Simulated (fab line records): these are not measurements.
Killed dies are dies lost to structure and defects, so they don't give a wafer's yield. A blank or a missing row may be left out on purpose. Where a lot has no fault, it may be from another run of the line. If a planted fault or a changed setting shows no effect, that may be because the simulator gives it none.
fab line records	flow nand-harc
record: lots: 7	wafers: 19	last-day: 25
route steps=1159 shown A_STAIRCASE@572 END@1159
lots with no fault: from the same line, run without faults
start-h: hours from the record's opening day to when the first of the lot's shown wafers began	wait-h: how many hours have passed since the lot's step before this one	" repeats the value in the row above	L1.1+2: a row that stands for several wafers	- no value, or no start was given	* or withheld: withheld	< > ~ a bound
route shown NAME@n: names a module that has steps shown in the file, with the first one's number in the route	usual: mean/standard deviation taken from wafers without a fault	same: alike in all rows	chamber/n: place in a boat	sites: per-site readings	_std_site: the values' standard deviation	_edge_site: outer sites' mean less inner sites'	radius-mm: for every site, how far away it sits from the centre of the wafer	mask NAME#n: copy n	behind: the tool/chamber that last shaped the wafer	hold: cause of the lot's hold/its duration in hours/its outcome	device: transistor that didn't switch, given as n, p or np	end of line: tests run on the same wafers once the route is complete	a step with no rows: only its recipe	killed: the dies lost at the first sort to structure and to defects; this is not the yield of the wafer	map: the dies of a wafer, with x for killed, . for not killed, _ for no die there
set.NAME: the run value of the setting; set.NAME@STEP: its run value at that earlier step	model.NAME: the simulator's own value behind a step, which no gauge read
certain route steps with their lots: each step a table, each wafer a row
services: when a tool's chamber went out of use (start-h, in hours from the record's first day, below 0 if earlier), for how many hours, and the reason
== steps ==
step: NHARC_A_STAIRCASE_COAT_178
recipe: spin-rpm: 1200
step: NHARC_A_STAIRCASE_SOFTBAKE_179
recipe: temp-c: 135	time-s: 170
step: NHARC_A_STAIRCASE_EBR_180
step: NHARC_A_STAIRCASE_EXPOSE_181
recipe: na: 0.5	dose-mj: 27.87	mask-id: STAIR_2
step: NHARC_A_STAIRCASE_PEB_182
recipe: peb-temp-c: 115	peb-time-s: 130
step: NHARC_A_STAIRCASE_DEVELOP_183
recipe: time-s: 140
step: NHARC_A_STAIRCASE_HARDBAKE_185
recipe: temp-c: 120	time-s: 140
step: NHARC_A_STAIRCASE_DESCUM_186
recipe: time-s: 3	o2-flow-sccm: 200	ar-flow-sccm: 0	bias-power-w: 0	chemistry: O2
usual: drypump-motor-current-A: 5.7/0.45	oes-product-au: 1.003/0.0078	rf-vpp-V: 57.9/0.96	showerhead-plenum-p-Torr: 1.93/0.09	throttle-valve-pct: 11.311/0.0084
lot.wafer	tool	chamber	start-h	wait-h	drypump-motor-current-A	oes-product-au	rf-hours-counter-h	rf-vpp-V	showerhead-plenum-p-Torr	throttle-valve-pct
L799.4	rie-diel-05	1	269.62	-	6.1	1.003	37	58.7	1.93	11.321
L799.2	"	0	"	"	5.3	1.004	37	59.0	2.04	11.328
L799.5	"	2	"	"	6.3	0.997	-	58.9	2.06	11.305
L803.3	rie-diel-07	0	294.74	-	5.3	0.989	16	56.2	1.88	11.310
L803.2	"	2	"	"	4.9	1.000	21	57.1	1.91	11.300
L803.4	"	0	"	"	5.3	0.988	-	58.3	1.88	11.314
L809.2	rie-diel-04	1	326.72	-	5.9	1.007	10	57.3	1.79	11.312
L809.1	"	3	"	"	5.9	0.993	10	57.7	1.95	11.296
L809.6	"	0	"	"	6.3	1.004	-	58.6	1.98	11.305
L813.2	rie-diel-07	3	346.60	-	5.7	1.017	39	56.3	2.06	11.302
L813.5	"	0	"	"	5.3	1.008	-	57.8	1.87	11.307
L814.1	rie-diel-07	0	355.73	-	5.3	1.008	43	57.8	1.87	11.304
L814.5	"	0	"	"	5.3	1.002	-	58.2	1.87	11.309
L815.3	rie-diel-07	2	355.89	-	4.9	0.996	49	56.5	1.90	11.317
L815.5	"	2	"	"	4.9	0.991	-	56.1	1.90	11.306
L815.6	"	3	"	"	5.7	1.000	-	57.4	2.06	11.318
L816.2	rie-diel-05	2	378.84	-	6.3	0.997	10	59.3	2.05	11.303
L816.6	"	3	"	"	5.0	0.999	-	58.8	1.98	11.317
L816.5	"	0	"	"	5.3	1.003	-	59.0	2.03	11.328
step: NHARC_A_STAIRCASE_TRIM_187
recipe: time-s: 211.2	o2-flow-sccm: 500	ar-flow-sccm: 0	bias-w: 0	chemistry: O2
usual: drypump-motor-current-A: 5.7/0.46	oes-product-au: 1.002/0.0085	rf-vpp-V: 57.9/0.82	showerhead-plenum-p-Torr: 3.56/0.15	throttle-valve-pct: 17.037/0.01
lot.wafer	tool	chamber	start-h	wait-h	drypump-motor-current-A	oes-product-au	rf-hours-counter-h	rf-vpp-V	showerhead-plenum-p-Torr	throttle-valve-pct
L799.2	rie-diel-05	2	269.70	0.1	6.3	0.995	37	58.6	3.79	17.021
L799.4	"	0	"	"	5.3	0.994	37	57.8	3.75	17.020
L799.5	"	3	"	"	5.0	1.010	-	58.2	3.66	17.019
L803.3	rie-diel-07	0	294.91	0.2	5.3	0.988	17	56.9	3.47	17.036
L803.2	"	2	"	"	4.9	1.001	21	56.1	3.52	17.048
L803.4	"	2	"	"	4.9	1.002	-	57.6	3.52	17.047
L809.1	rie-diel-04	2	326.81	0.1	6.0	1.009	10	57.1	3.51	17.028
L809.2	"	3	"	"	5.9	1.002	10	57.8	3.58	17.034
L809.6	"	2	"	"	6.0	1.005	-	58.9	3.51	17.044
L813.2	rie-diel-07	3	346.75	0.1	5.7	1.010	39	59.1	3.79	17.032
L813.5	"	2	"	"	4.9	1.003	-	57.7	3.51	17.047
L814.1	rie-diel-07	3	355.80	0.1	5.7	1.001	44	57.9	3.78	17.033
L814.5	"	0	"	"	5.3	1.001	-	57.2	3.45	17.035
L815.3	rie-diel-07	0	355.99	0.1	5.3	0.997	43	58.3	3.45	17.042
L815.5	"	0	"	"	5.3	1.005	-	58.3	3.45	17.030
L815.6	"	1	"	"	6.1	1.005	-	59.2	3.31	17.031
L816.2	rie-diel-05	3	379.05	0.2	5.0	1.002	10	58.1	3.64	17.054
L816.6	"	3	"	"	5.0	0.994	-	58.5	3.64	17.038
L816.5	"	0	"	"	5.3	0.993	-	58.7	3.73	17.032
step: NHARC_A_STAIRCASE_ETCH_188
recipe: target-depth-a: 1000	time-s: 40.5	ion-energy-ev: 400	c4f8-flow-sccm: 20	o2-flow-sccm: 10	ar-flow-sccm: withheld	rf-w: 600	bias-w: 1000	chemistry: C4F8/O2
usual: oes-product-au: 0.937/0.014	rf-fwd-power-W: 592/3	rf-vpp-V: 897/5.5	run-length-s: 61.8/0.34
lot.wafer	tool	chamber	start-h	wait-h	oes-product-au	rf-fwd-power-W	rf-hours-counter-h	rf-vpp-V	run-length-s
L799.2	rie-diel-05	3	-	-	0.949	590	38	901	62.2
L799.4	"	0	"	"	0.947	594	37	904	61.8
L799.5	"	3	"	"	0.948	591	-	900	62.2
L803.2	rie-diel-07	0	-	-	0.923	594	17	894	61.3
L803.3	"	2	"	"	0.929	592	21	896	62.4
L803.4	"	0	"	"	0.925	592	-	893	61.1
L809.2	rie-diel-04	1	-	-	0.957	596	10	888	61.8
L809.1	"	2	"	"	0.949	593	11	895	61.6
L809.6	"	3	"	"	0.948	592	-	899	61.7
L813.2	rie-diel-07	0	-	-	0.929	591	39	892	61.3
L813.5	"	1	"	"	0.932	589	-	888	62.4
L814.1	rie-diel-07	2	-	-	0.944	592	49	895	62.2
L814.5	"	2	"	"	0.944	594	-	896	62.0
L815.3	rie-diel-07	1	-	-	0.926	595	39	888	62.3
L815.6	"	3	"	"	0.922	590	-	903	61.8
L815.5	"	0	"	"	0.931	588	-	893	61.4
L816.2	rie-diel-05	0	-	-	0.906	597	12	902	61.4
L816.6	"	2	"	"	0.921	595	-	905	62.1
L816.5	"	3	"	"	0.917	590	-	900	62.2
step: NHARC_A_STAIRCASE_TRIM_189
recipe: time-s: 211.2	o2-flow-sccm: 500	ar-flow-sccm: 0	bias-w: 0	chemistry: O2
usual: drypump-motor-current-A: 5.7/0.46	oes-product-au: 1.001/0.0078	rf-vpp-V: 57.9/1	showerhead-plenum-p-Torr: 3.56/0.15	throttle-valve-pct: 17.037/0.0087
lot.wafer	tool	chamber	start-h	wait-h	drypump-motor-current-A	oes-product-au	rf-hours-counter-h	rf-vpp-V	showerhead-plenum-p-Torr	throttle-valve-pct
L799.4	rie-diel-05	3	-	-	5.0	1.009	38	57.3	3.66	17.048
L799.2	"	0	"	"	5.3	0.995	37	57.3	3.75	17.031
L799.5	"	3	"	"	5.0	1.011	-	57.2	3.66	17.041
L803.2	rie-diel-07	3	-	-	5.7	1.010	16	58.2	3.80	17.030
L803.3	"	0	"	"	5.3	0.997	17	56.5	3.47	17.049
L803.4	"	2	"	"	4.8	1.000	-	57.0	3.52	17.048
L809.2	rie-diel-04	2	-	-	5.9	1.000	11	58.2	3.51	17.036
L809.1	"	3	"	"	5.9	0.984	11	58.9	3.58	17.031
L809.6	"	3	"	"	5.8	0.986	-	57.7	3.58	17.031
L813.2	rie-diel-07	0	-	-	5.3	1.005	40	58.4	3.45	17.037
L813.5	"	3	"	"	5.6	1.016	-	59.1	3.78	17.037
L814.1	rie-diel-07	2	-	-	4.9	0.997	49	57.7	3.51	17.057
L814.5	"	2	"	"	4.9	1.002	-	58.4	3.51	17.043
L815.3	rie-diel-07	2	-	-	4.9	0.994	50	57.0	3.51	17.036
L815.6	"	2	"	"	4.9	0.987	-	56.6	3.51	17.050
L815.5	"	3	"	"	5.7	1.005	-	59.2	3.78	17.037
L816.2	rie-diel-05	1	-	-	6.1	0.999	12	57.8	3.53	17.042
L816.5	"	3	"	"	5.0	0.992	-	58.1	3.64	17.042
L816.6	"	0	"	"	5.3	0.998	-	59.4	3.73	17.040
step: NHARC_A_STAIRCASE_ETCH_190
recipe: target-depth-a: 1000	time-s: 40.5	ion-energy-ev: 400	c4f8-flow-sccm: 20	o2-flow-sccm: 10	ar-flow-sccm: withheld	rf-w: 600	bias-w: 1000	chemistry: C4F8/O2
usual: oes-product-au: 0.940/0.011	rf-fwd-power-W: 592.4/2.9	rf-vpp-V: 897/5.7	run-length-s: 61.8/0.37
lot.wafer	tool	chamber	start-h	wait-h	oes-product-au	rf-fwd-power-W	rf-hours-counter-h	rf-vpp-V	run-length-s
L799.2	rie-diel-05	1	270.22	-	0.946	593.8	37	897	62.6
L799.4	"	0	"	"	0.932	597.0	37	904	61.5
L799.5	"	2	"	"	0.934	594.3	-	905	62.1
L803.2	rie-diel-07	0	295.46	-	0.926	590.5	17	893	61.4
L803.3	"	3	"	"	0.942	587.2	17	906	61.9
L803.4	"	0	"	"	0.930	590.1	-	895	61.8
L809.1	rie-diel-04	2	327.20	-	0.925	586.2	11	895	61.8
L809.2	"	1	"	"	0.955	597.1	10	888	61.9
L809.6	"	2	"	"	0.935	586.0	-	896	62.2
L813.2	rie-diel-07	3	348.02	-	0.934	591.1	40	906	71.6
L813.5	"	0	"	"	0.934	590.7	-	893	70.9
L814.1	rie-diel-07	0	357.67	-	0.923	588.9	45	892	61.6
L814.5	"	0	"	"	0.941	588.7	-	893	70.8
L815.3	rie-diel-07	1	357.93	-	0.939	595.7	41	889	62.7
L815.6	"	1	"	"	0.939	593.2	-	887	62.2
L815.5	"	2	"	"	0.933	593.1	-	894	71.7
L816.2	rie-diel-05	2	380.23	-	0.929	597.9	11	905	61.8
L816.6	"	2	"	"	0.930	594.9	-	906	61.7
L816.5	"	3	"	"	0.930	590.2	-	899	61.7
step: NHARC_A_STAIRCASE_TRIM_191
recipe: time-s: 211.2	o2-flow-sccm: 500	ar-flow-sccm: 0	bias-w: 0	chemistry: O2
usual: drypump-motor-current-A: 5.7/0.45	oes-product-au: 1.002/0.0078	rf-vpp-V: 57.8/0.94	showerhead-plenum-p-Torr: 3.55/0.15	throttle-valve-pct: 17.035/0.01
lot.wafer	tool	chamber	start-h	wait-h	drypump-motor-current-A	oes-product-au	rf-hours-counter-h	rf-vpp-V	showerhead-plenum-p-Torr	throttle-valve-pct
L799.4	rie-diel-05	1	-	-	6.1	0.998	37	60.2	3.55	17.030
L799.2	"	3	"	"	5.0	1.014	38	56.9	3.66	17.046
L799.5	"	1	"	"	6.1	1.001	-	57.6	3.55	17.042
L803.3	rie-diel-07	3	-	-	5.7	1.012	17	58.9	3.80	17.039
L803.2	"	0	"	"	5.3	0.998	17	58.2	3.47	17.021
L803.4	"	2	"	"	4.9	1.016	-	57.6	3.52	17.018
L809.1	rie-diel-04	2	-	-	6.0	0.989	11	57.6	3.51	17.028
L809.2	"	3	"	"	5.9	1.005	11	58.0	3.58	17.050
L809.6	"	1	"	"	5.8	1.003	-	56.4	3.32	17.027
L813.2	rie-diel-07	0	-	-	5.3	1.001	40	57.0	3.45	17.045
L813.5	"	1	"	"	6.1	1.000	-	57.7	3.31	17.023
L814.1	rie-diel-07	2	-	-	4.9	1.004	50	56.7	3.51	17.026
L814.5	"	1	"	"	6.1	1.009	-	55.9	3.31	17.037
L815.3	rie-diel-07	0	-	-	5.3	0.996	45	56.2	3.45	17.035
L815.5	"	2	"	"	4.9	0.994	-	58.5	3.51	17.032
L815.6	"	3	"	"	5.7	1.008	-	57.2	3.78	17.040
L816.2	rie-diel-05	3	-	-	5.0	1.003	11	56.5	3.64	17.034
L816.5	"	0	"	"	5.3	0.987	-	57.4	3.73	17.036
L816.6	"	1	"	"	6.1	0.993	-	57.8	3.53	17.045
step: NHARC_END_SORT_01
recipe: temp-c: 25
usual: killed-at-array: 27/12	killed-at-other: 0.8/1	killed-at-periphery: 4.0/2.5	killed-dies: 32/11	killed-open: 3.3/1.8	killed-short: 2.0/1.5
same: gross-dies: 677
lot.wafer	tool	chamber	start-h	wait-h	killed-at-array	killed-at-other	killed-at-periphery	killed-dies	killed-open	killed-short
L803.2	prober-02	0	497.24	2.8	25	0	2	27	3	0
L803.3	prober-02	0	498.03	3.1	19	0	2	21	2	2
L803.4	prober-02	0	498.82	3.4	27	0	3	30	4	0
L809.2	prober-01	0	533.87	2.8	18	2	1	21	5	2
L813.2	prober-02	0	550.51	2.8	299	1	3	303	1	1
L813.5	prober-02	0	552.94	3.7	238	1	8	247	7	3
L814.5	prober-02	0	560.76	3.7	337	1	5	343	5	8
L815.3	prober-01	0	561.18	3.1	35	0	0	35	0	0
L815.5	prober-01	0	562.77	3.7	257	3	0	260	2	4
L816.2	prober-02	0	589.09	2.8	19	0	5	24	5	1
L816.5	prober-02	0	591.48	3.7	21	4	6	31	3	4
L816.6	prober-02	0	592.28	4.0	25	0	8	33	3	1
killed by level:class
L803.2 A_SLIT:chamber-film-flake=10 A_CHANNEL_HOLE_D1:chamber-film-flake=5 A_STAIRCASE:chamber-film-flake=3 A_WL_FILL:chamber-film-flake=3 A_CONTACT:chamber-film-flake=2 P_GATE:geometric-particle:open=1 A_CONTACT:geometric-particle:open=1 A_M0:geometric-particle:open=1
L803.3 A_SLIT:chamber-film-flake=10 A_CHANNEL_HOLE_D1:chamber-film-flake=3 A_WL_FILL:chamber-film-flake=3 P_GATE:geometric-particle:open=1 P_CONTACT:geometric-particle:open=1 A_CHANNEL_FILL_D1:geometric-particle:short=1 A_WL_FILL:geometric-particle:short=1 A_CONTACT:chamber-film-flake=1
L803.4 A_SLIT:chamber-film-flake=15 A_CONTACT:chamber-film-flake=4 A_CHANNEL_HOLE_D1:chamber-film-flake=2 A_WL_FILL:chamber-film-flake=2 P_M1:geometric-particle:open=1 A_CHANNEL_FILL_D1:geometric-particle:open=1 A_WL_FILL:geometric-particle:open=1 A_M0:geometric-particle:open=1
L809.2 A_CHANNEL_HOLE_D1:chamber-film-flake=6 A_CHANNEL_FILL_D1:geometric-particle:open=2 A_CHANNEL_FILL_D1:chamber-film-flake=2 HYBRID_BOND:chamber-film-flake=2 A_SGD_CUT:geometric-particle:short=1 A_WL_FILL:geometric-particle:short=1 A_WL_FILL:geometric-particle:open=1 A_CONTACT:geometric-particle:open=1
L813.2 A_STAIRCASE:area-etch=278 A_CONTACT:chamber-film-flake=10 A_CHANNEL_HOLE_D1:chamber-film-flake=4 A_WL_FILL:geometric-particle:open=1 A_BLC:geometric-particle:short=1 P_STI:chamber-film-flake=1 P_GATE:chamber-film-flake=1 P_M0:chamber-film-flake=1
L813.5 A_STAIRCASE:area-etch=214 A_CHANNEL_HOLE_D1:chamber-film-flake=5 A_CONTACT:chamber-film-flake=5 P_STI:chamber-film-flake=3 A_ONON_D1:geometric-particle:short=2 A_WL_FILL:geometric-particle:open=2 P_GATE:chamber-film-flake=2 A_WL_FILL:chamber-film-flake=2
L814.5 A_STAIRCASE:area-etch=286 A_CHANNEL_HOLE_D1:chamber-film-flake=17 A_SLIT:chamber-film-flake=15 A_WL_FILL:geometric-particle:short=4 A_CONTACT:chamber-film-flake=4 A_STAIRCASE:chamber-film-flake=3 P_CONTACT:geometric-particle:short=2 A_M1:chamber-film-flake=2
L815.3 A_SLIT:chamber-film-flake=22 A_CONTACT:chamber-film-flake=7 A_CHANNEL_HOLE_D1:chamber-film-flake=5 A_STAIRCASE:chamber-film-flake=1
L815.5 A_STAIRCASE:area-etch=210 A_SLIT:chamber-film-flake=22 A_CONTACT:chamber-film-flake=9 A_STAIRCASE:chamber-film-flake=5 A_CHANNEL_HOLE_D1:chamber-film-flake=4 A_WL_FILL:geometric-particle:short=2 A_CONTACT:geometric-particle:short=2 A_CHANNEL_HOLE_D1:geometric-particle:open=1
L816.2 A_CHANNEL_HOLE_D1:chamber-film-flake=9 A_CONTACT:chamber-film-flake=4 P_GATE:chamber-film-flake=3 A_CONTACT:geometric-particle:open=2 A_STAIRCASE:chamber-film-flake=2 P_CONTACT:geometric-particle:open=1 P_M0:geometric-particle:open=1 A_ONON_D1:geometric-particle:open=1
L816.5 A_CHANNEL_HOLE_D1:chamber-film-flake=9 P_M1:chamber-film-flake=5 A_CONTACT:chamber-film-flake=4 THIN_TSV:chamber-film-flake=4 A_STAIRCASE:chamber-film-flake=2 P_GATE:geometric-particle:open=1 A_SOURCE_PLATE:geometric-particle:short=1 A_ONON_D1:geometric-particle:short=1
L816.6 A_CHANNEL_HOLE_D1:chamber-film-flake=12 P_GATE:chamber-film-flake=4 A_STAIRCASE:chamber-film-flake=3 P_M1:chamber-film-flake=3 A_CHANNEL_FILL_D1:chamber-film-flake=3 A_CONTACT:chamber-film-flake=3 P_M0:geometric-particle:open=1 A_ONON_D1:geometric-particle:short=1
map L813.2 (x killed, . not)
____________.____________
_________......._________
_______..........._______
______......xxxxx.x______
_____.......x....x.._____
____....xx.....xxx...____
____x..........xx.x..____
___..xx.xxxxxxxx......___
___...xxx..xxxx.x.xxx.___
__.........xxxxx...x...__
__....x.x.xxxxxxxxx.xxx__
_....x.x..x.xxxxxxx.xxx._
_...x..xxxxx.x.xxxx.x..._
_..xxxx.xxxxxxxxxxxx.x.._
_...x.x.xxxxxxxxxxxxx.x._
_..x...xxxxxxxxxx.xx.x.._
......x.x.xx.xxxxxxx..x..
.....xxxx.xxxxxxx.xxxxx..
........xxxxxxxxxxxxxx...
....x..xxxxxxxxxxxx..x.x.
......xxxxxxxxxxxx.x.xx..
_...x..xxxxxxxx.xxxxx.x._
_....x.xx.xxxxxxx.xxx..._
_......xxxxxxxxxxxx....._
_....x...xxxxxxx..xx...x_
_..........xxxxxxxxxx..._
__.x......xx.xxx.xx.x..__
__...x..xx.xxx....x....__
___.xx....x.x.x.......___
___......xx.x.xx.x....___
____........x..xxx...____
____..............x..____
_____........x.x..xx_____
______........x....______
_______.....x..x.._______
_________.x....._________
____________.____________
map L814.5 (x killed, . not)
____________.____________
_________......x_________
_______..........._______
______.......x..x..______
_____..x..x...x.x..._____
____..........xx.x...____
____..x...x.xxxxxx...____
___.......xxxxxxx.xx..___
___..x.x..x...x.xx....___
__......xxxx.xx.xxxx...__
__..x.xxxxxx.xxxxx..xx.__
_.....xxxxxxxxxxxxxx...._
_..x....xxx.xx.xxxxxx.xx_
_..xx.xx.xxxxxxxxxxxxx.._
_......xxxxxxxx.xxxxxx.._
_.xx.xxx.x.xxxx.xxxx...._
......xxxxxx.xxxxxxxx.x.x
.......xxxxxxxxxxxxxx....
........xxxxxxxxxx.xxx...
....x.xxxxxxxx.xxxxxx.x..
..x..xx.xxxxxxxxxxxx..x..
_..xx.xxxxx.xxxxx.xx.x.x_
_......xxxxxxxxxxxxx.x.._
_.....xxxxx.xxxxxxxx...x_
_...xxxxxxxxxxxxxxxx.x.._
_.....xx...x.xxxxx.x...._
__..xx...xxxxx.....xx..__
__.....xx..xx.xxxx.xx.x__
___....xxx.x.xx.xxxxx.___
___....x.x...xx.xxxx..___
____.......x...xx.xxx____
____.......xxxx.x.x..____
_____........xxxx.xx_____
______......xx.xx..______
_______.....x..xx._______
_________...xxxx_________
____________.____________
== services ==
tool	chamber	start-h	hours	kind
rie-diel-05	0	250.14	1.2	repair
rie-diel-07	3	259.11	11.9	repair
rie-diel-07	0	262.20	-	clean
rie-diel-07	1	262.20	-	clean
rie-diel-07	2	262.20	-	clean
rie-diel-07	0	266.82	8.3	repair
rie-diel-04	1	269.64	10.0	repair
rie-diel-07	1	284.16	23.1	repair
rie-diel-07	0	286.74	-	clean
rie-diel-07	2	286.74	-	clean
rie-diel-07	3	286.74	-	clean
rie-diel-04	-	288.90	9.0	pm
rie-diel-07	0	311.24	-	clean
rie-diel-07	1	311.24	-	clean
rie-diel-07	2	311.24	-	clean
rie-diel-07	3	311.24	-	clean
rie-diel-07	0	335.86	-	clean
rie-diel-07	1	335.86	-	clean
rie-diel-07	2	335.86	-	clean
rie-diel-07	3	335.86	-	clean
rie-diel-05	-	340.63	9.0	pm
rie-diel-07	0	360.43	-	clean
rie-diel-07	1	360.43	-	clean
rie-diel-07	2	360.43	-	clean
== key ==
first-sign: step: NHARC_A_STAIRCASE_ETCH_190	reading: run-length-s	direction: up	sigmas: 26	usual: *	struck: *
effect: step: NHARC_END_SORT_01	reading: killed-dies	direction: up	sigmas: 23	usual: 32	struck: 288
more-kills-born-at: NHARC_A_STAIRCASE_ETCH_190@rie-diel-07: 988
met-at NHARC_A_STAIRCASE_ETCH_190
struck-wafers L813.2,L813.5,L814.5,L815.5
tester-left-out L813,L814,L815
onset-between 295.46 348.02
fault: kind: process-parameter-drift	tool: rie-diel-07	chamber: -	onset-h: 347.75	steps: NHARC_A_STAIRCASE_ETCH_190	channel: time-s	offset: *	shape: step	end-h: 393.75	scope: struck-wafers-only	acts-in: *	stated: *
tester-left-out: of these lots the tester's yield and bins aren't shown, on N5 and GAA mostly nor the transistor test; their killed dies are dies lost to structure and defects alone, not to doping, threshold or leakage, so they don't give the yield
